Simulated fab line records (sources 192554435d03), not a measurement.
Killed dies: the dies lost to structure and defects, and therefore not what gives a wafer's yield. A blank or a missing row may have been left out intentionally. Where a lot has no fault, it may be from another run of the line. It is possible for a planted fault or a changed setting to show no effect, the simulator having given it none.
Chamber matching / flow n5 finfet / N5_BEOL_M2_STRIP_36 on rie diel-01: 4 sister chambers
The step strips in N2/H2. 14 wafers are shown with their chamber, then 7 later ones without.

## WAFERS, EACH WITH ITS CHAMBER
wafer=L079.1; chamber=1; showerhead plenum p Torr (Torr)=2.61; throttle valve pct (%)=23.8; drypump motor current A (A)=5.8
wafer=L079.2; chamber=3; showerhead plenum p Torr (Torr)=2.57; throttle valve pct (%)=24.2; drypump motor current A (A)=5.6
wafer=L079.4; chamber=3; showerhead plenum p Torr (Torr)=2.56; throttle valve pct (%)=24.3; drypump motor current A (A)=5.6
wafer=L080.2; chamber=0; showerhead plenum p Torr (Torr)=2.40; throttle valve pct (%)=23.9; drypump motor current A (A)=6.0
wafer=L080.3; chamber=1; showerhead plenum p Torr (Torr)=2.61; throttle valve pct (%)=23.7; drypump motor current A (A)=5.8
wafer=L080.6; chamber=2; showerhead plenum p Torr (Torr)=2.59; throttle valve pct (%)=23.1; drypump motor current A (A)=6.4
wafer=L084.1; chamber=1; showerhead plenum p Torr (Torr)=2.61; throttle valve pct (%)=23.8; drypump motor current A (A)=5.8
wafer=L084.2; chamber=2; showerhead plenum p Torr (Torr)=2.58; throttle valve pct (%)=23.1; drypump motor current A (A)=6.4
wafer=L084.4; chamber=3; showerhead plenum p Torr (Torr)=2.56; throttle valve pct (%)=24.3; drypump motor current A (A)=5.6
wafer=L085.1; chamber=2; showerhead plenum p Torr (Torr)=2.58; throttle valve pct (%)=23.1; drypump motor current A (A)=6.5
wafer=L085.4; chamber=3; showerhead plenum p Torr (Torr)=2.56; throttle valve pct (%)=24.3; drypump motor current A (A)=5.6
wafer=L085.5; chamber=0; showerhead plenum p Torr (Torr)=2.39; throttle valve pct (%)=23.9; drypump motor current A (A)=5.9
wafer=L092.1; chamber=2; showerhead plenum p Torr (Torr)=2.58; throttle valve pct (%)=23.1; drypump motor current A (A)=6.4
wafer=L092.2; chamber=3; showerhead plenum p Torr (Torr)=2.55; throttle valve pct (%)=24.3; drypump motor current A (A)=5.6

SIGNATURES (averages over the wafers above)
reading=showerhead plenum p Torr; chamber 0=2.3950; chamber 1=2.6100; chamber 2=2.5825; chamber 3=2.5600; scatter within a chamber=0.0057
reading=throttle valve pct; chamber 0=23.900; chamber 1=23.767; chamber 2=23.100; chamber 3=24.280; scatter within a chamber=0.0383
reading=drypump motor current A; chamber 0=5.950; chamber 1=5.800; chamber 2=6.425; chamber 3=5.600; scatter within a chamber=0.0354
Rule: a wafer's distance from a chamber is the root of the sum, over the readings, of the square of ((its reading less the chamber's mean) divided by the reading's scatter). The wafer belongs to the nearest chamber; if the next one is less than 2 further off, it can't be placed. The scatter is the square root of a quotient: the sum, over the shown wafers, of each reading's squared deviation from its chamber's mean, divided by wafers minus chambers.

## WAFERS WHOSE CHAMBER IS MISSING
wafer=L092.4; showerhead plenum p Torr (Torr)=2.39; throttle valve pct (%)=24.0; drypump motor current A (A)=6.0
wafer=L091.1; showerhead plenum p Torr (Torr)=2.58; throttle valve pct (%)=23.1; drypump motor current A (A)=6.4
wafer=L091.4; showerhead plenum p Torr (Torr)=2.55; throttle valve pct (%)=24.3; drypump motor current A (A)=5.6
wafer=L091.5; showerhead plenum p Torr (Torr)=2.60; throttle valve pct (%)=23.8; drypump motor current A (A)=5.7
wafer=L093.1; showerhead plenum p Torr (Torr)=2.55; throttle valve pct (%)=24.3; drypump motor current A (A)=5.6
wafer=L093.3; showerhead plenum p Torr (Torr)=2.39; throttle valve pct (%)=24.0; drypump motor current A (A)=5.9
wafer=L093.4; showerhead plenum p Torr (Torr)=2.58; throttle valve pct (%)=23.1; drypump motor current A (A)=6.5

## WHICH CHAMBER EACH WENT THROUGH
wafer=L092.4; from the rows above=0; in truth=0
wafer=L091.1; from the rows above=2; in truth=2
wafer=L091.4; from the rows above=3; in truth=3
wafer=L091.5; from the rows above=1; in truth=1
wafer=L093.1; from the rows above=3; in truth=3
wafer=L093.3; from the rows above=0; in truth=0
wafer=L093.4; from the rows above=2; in truth=2
7 of 7 placed correctly. Number that these rows cannot place: 0. Wrongly placed: 0.
